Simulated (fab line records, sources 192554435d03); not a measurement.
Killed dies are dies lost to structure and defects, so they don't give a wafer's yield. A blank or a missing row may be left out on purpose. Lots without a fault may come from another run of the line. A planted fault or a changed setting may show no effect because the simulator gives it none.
Split-lot experiment | flow n5_finfet | 7 lots, 21 wafers read, on a route of 1938 steps

THE SPLIT
At N5_BEOL_M2_PECVD_72 (deposits SiO2 from TEOS/O2, target thk 16 nm, time 18 s), the setting time_s was moved away from the recipe's 18 s on 4 of the 21 wafers read, by -12.4% to +10.4%. The other wafers ran this setting at the recipe's value.

The reading is taken at the split's own step.

THE READING
SiO2_of_BEOL_M2_PECVD_72.thk_nm (the simulator's own value, which no gauge read), in nm, at N5_BEOL_M2_PECVD_72 (deposits SiO2 from TEOS/O2, target thk 16 nm, time 18 s). The file gives no usual value for it. The 17 wafers here that ran the recipe average 16.0 nm, standard deviation 0.32 nm.

wafer  | tool, chamber at the split | time_s as run, s | against the recipe | SiO2_of_BEOL_M2_PECVD_72.thk_nm, nm | against lot-mates on the recipe
L075.1 | pecvd-04, 2,1              | 18               | recipe             | 16                                  | -
L075.5 | pecvd-04, 2,1              | 18               | recipe             | 16                                  | -
L075.6 | pecvd-04, 2                | 18               | recipe             | 16.2                                | -
L081.1 | pecvd-01, 2                | 18               | recipe             | 16.2                                | -
L081.5 | pecvd-01, 2                | 18.73            | +4.1%              | 17                                  | +0.9
L081.6 | pecvd-01, 1                | 18               | recipe             | 16                                  | -
L080.1 | pecvd-02, 2                | 18               | recipe             | 15.6                                | -
L080.3 | pecvd-02, 0                | 16.55            | -8.1%              | 14.8                                | -1.4
L080.4 | pecvd-02, 1                | 18               | recipe             | 16.8                                | -
L083.2 | pecvd-02, 2                | 18               | recipe             | 15.6                                | -
L083.3 | pecvd-02, 0                | 18               | recipe             | 15.8                                | -
L083.5 | pecvd-02, 0                | 18               | recipe             | 16                                  | -
L085.1 | pecvd-02, 2                | 15.77            | -12.4%             | 14                                  | -2.4
L085.3 | pecvd-02, 1                | 18               | recipe             | 16.2                                | -
L085.6 | pecvd-02, 1                | 18               | recipe             | 16.6                                | -
L088.1 | pecvd-04, 0,2              | 18               | recipe             | 16.2                                | -
L088.3 | pecvd-04, 0,2              | 18               | recipe             | 16.2                                | -
L088.2 | pecvd-04, 1                | 18               | recipe             | 15.8                                | -
L097.1 | pecvd-01, 0                | 18               | recipe             | 15.6                                | -
L097.5 | pecvd-01, 2                | 19.87            | +10.4%             | 17.6                                | +1.8
L097.6 | pecvd-01, 0                | 18               | recipe             | 16                                  | -
Where a row lists several chambers, the file gives one row for several wafers and doesn't say which wafer went through which chamber.

THE FIT
A straight line over all 21 wafers: SiO2_of_BEOL_M2_PECVD_72.thk_nm changes by +0.162 nm for each +1% of time_s; r = +0.91; the points scatter about the line by 0.31 nm.
The same after taking each lot's own level away (the mean of its wafers on the recipe; 21 wafers): +0.185 nm for each +1%; r = +0.95; scatter 0.25 nm.
On that fit, the largest move of time_s shifts the reading by 2.3 nm.
The lots' own levels span 15.80 to 16.40 nm, that is 1.9 times the standard deviation above.
So the lot-to-lot level changes the slope: the two fits differ.
Check: with one of the wafers moved furthest among these (-12.4%) left out of the fit, the line predicts -2.19 nm for it against its lot-mates. It came out at -2.4 nm against them.

OTHER SPLITS ON THESE WAFERS
These wafers also went through other splits before the reading. Each is held against what the fit with the lots' levels taken away leaves over:
other split on the same wafers | wafers away from the commonest value | r with SiO2_of_BEOL_M2_PECVD_72.thk_nm (lot level and that fit taken away)
N5_BEOL_M1_COAT_76 time_s      | 4                                    | +0.12

THE FILE'S OWN FIT
SiO2_of_BEOL_M2_PECVD_72.thk_nm changes by +0.185 nm for each +1% of time_s, r = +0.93.
